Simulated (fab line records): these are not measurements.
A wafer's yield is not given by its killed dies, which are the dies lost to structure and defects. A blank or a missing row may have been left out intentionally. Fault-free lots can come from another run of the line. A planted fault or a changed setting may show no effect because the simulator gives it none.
Chamber matching ; flow nand-harc ; ald-metal-04 running NHARC_A_BLC_ALD_23: 4 sister chambers
The step deposits TiN, target thk 3 nm, pulse time 1 s, ald cycles 150. 22 wafers are shown with their chamber, then 11 later ones without.

== WAFERS, EACH WITH ITS CHAMBER ==
wafer;chamber;heater-power-w (W);heater-power-outer-w (W);precursor-pulse-height-rel
L077.2;3;1047;649;1.053
L077.3;2;988;630;0.991
L077.5;2;950;634;1.016
L076.3;0;1142;730;1.019
L076.4;3;1079;671;0.988
L076.5;3;1057;657;0.986
L075.2;2;984;613;1.009
L075.4;1;1293;711;1.005
L075.5;0;1126;727;1.012
L078.1;2;1000;626;0.961
L078.2;0;1172;726;1.032
L078.5;3;1076;666;1.014
L081.1;0;1159;746;0.990
L081.2;2;980;619;1.002
L081.3;1;1248;718;1.027
L082.3;0;1180;749;1.000
L082.4;2;1000;629;1.003
L082.5;3;1067;661;0.988
L087.2;2;1006;645;1.009
L087.5;1;1255;719;1.021
L087.6;2;980;629;0.993
L092.1;1;1331;802;1.045

SIGNATURES (means of the wafers above)
reading;chamber 0;chamber 1;chamber 2;chamber 3;scatter within a chamber
heater-power-w;1155.80;1281.75;986.00;1065.20;22.6
heater-power-outer-w;735.60;737.50;628.12;660.80;19.7
precursor-pulse-height-rel;1.01060;1.02450;0.99800;1.00580;0.0201
Rule: a wafer lies at a distance from a chamber equal to the root of the sum of squares, over the readings, of (its reading less the chamber's mean, divided by the reading's scatter). The wafer belongs to the nearest chamber; if the next one is less than 2 further off, it can't be placed. The scatter is the square root of a quotient: the sum, over the shown wafers, of each reading's squared deviation from its chamber's mean, divided by wafers minus chambers.

== WAFERS WHOSE CHAMBER IS MISSING ==
wafer;heater-power-w (W);heater-power-outer-w (W);precursor-pulse-height-rel
L092.3;966;606;1.001
L092.6;1129;733;0.985
L093.3;1024;623;1.001
L093.4;968;605;1.004
L093.5;1159;714;1.001
L094.1;970;614;1.014
L094.2;1021;655;0.992
L094.5;1143;730;0.980
L096.3;1122;718;1.041
L096.5;955;597;0.999
L096.6;1289;764;1.006

== EACH ONE'S CHAMBER ==
wafer;from the rows above;in truth
L092.3;2;2
L092.6;0;0
L093.3;can't be placed: 2 or 3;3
L093.4;2;2
L093.5;0;0
L094.1;2;2
L094.2;can't be placed: 2 or 3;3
L094.5;0;0
L096.3;can't be placed: 0 or 3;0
L096.5;2;2
L096.6;1;1
Placed correctly: 8 of 11. Cannot be placed on the basis of these rows: 3; the candidates contain the true chamber in 3. Wrongly placed: 0.
